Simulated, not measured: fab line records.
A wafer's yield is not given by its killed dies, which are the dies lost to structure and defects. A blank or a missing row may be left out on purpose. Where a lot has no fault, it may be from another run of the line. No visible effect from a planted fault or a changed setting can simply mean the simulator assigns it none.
Matching of chambers / flow n5_finfet / N5_HKMG_FIN_HK_ALD_01 on ald_hk-02 has 4 sister chambers
The step deposits HfO2, target thk 1.6 nm, pulse time 3 s, purge time 3 s. 4 wafers are shown with their chamber, then 11 later ones without.

== WAFERS PAIRED WITH THEIR CHAMBERS ==
wafer=L077.2 chamber=1 precursor_pulse_height_rel=1.017
wafer=L084.5 chamber=2 precursor_pulse_height_rel=1.001
wafer=L084.6 chamber=3 precursor_pulse_height_rel=1.009
wafer=L085.1 chamber=0 precursor_pulse_height_rel=1.014

== WAFERS WHOSE CHAMBER IS MISSING ==
wafer=L085.2 precursor_pulse_height_rel=0.980
wafer=L085.6 precursor_pulse_height_rel=1.008
wafer=L089.2 precursor_pulse_height_rel=0.962
wafer=L089.4 precursor_pulse_height_rel=1.007
wafer=L089.5 precursor_pulse_height_rel=1.003
wafer=L095.3 precursor_pulse_height_rel=1.005
wafer=L095.4 precursor_pulse_height_rel=0.987
wafer=L095.5 precursor_pulse_height_rel=0.988
wafer=L097.2 precursor_pulse_height_rel=0.965
wafer=L097.4 precursor_pulse_height_rel=0.963
wafer=L097.6 precursor_pulse_height_rel=0.977

== WHICH CHAMBER EACH WENT THROUGH ==
wafer=L085.2; from the rows above=can't be placed: 2 or 3 or 0 or 1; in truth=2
wafer=L085.6; from the rows above=can't be placed: 3 or 0 or 2 or 1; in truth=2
wafer=L089.2; from the rows above=can't be placed: 2 or 3 or 0 or 1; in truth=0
wafer=L089.4; from the rows above=can't be placed: 3 or 2 or 0 or 1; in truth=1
wafer=L089.5; from the rows above=can't be placed: 2 or 3 or 0 or 1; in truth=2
wafer=L095.3; from the rows above=can't be placed: 2 or 3 or 0 or 1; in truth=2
wafer=L095.4; from the rows above=can't be placed: 2 or 3 or 0 or 1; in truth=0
wafer=L095.5; from the rows above=can't be placed: 2 or 3 or 0 or 1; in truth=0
wafer=L097.2; from the rows above=can't be placed: 2 or 3 or 0 or 1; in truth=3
wafer=L097.4; from the rows above=can't be placed: 2 or 3 or 0 or 1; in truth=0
wafer=L097.6; from the rows above=can't be placed: 2 or 3 or 0 or 1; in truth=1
Placed correctly: 0 of 11. Cannot be placed on the basis of these rows: 11; the candidates contain the true chamber in 11. 0 placed wrongly.
How it was worked out, from the rows above alone: a wafer's distance from a chamber is the root of the sum, over the readings, of the square of ((its reading less the chamber's mean) divided by the reading's scatter). The wafer belongs to the nearest chamber; if the next one is less than 2 further off, it can't be placed. Each chamber's mean is taken over the wafers shown for it. The scatter: with one shown wafer a chamber, the root of the mean of the squares of how far each hidden wafer lies from its nearest shown one.
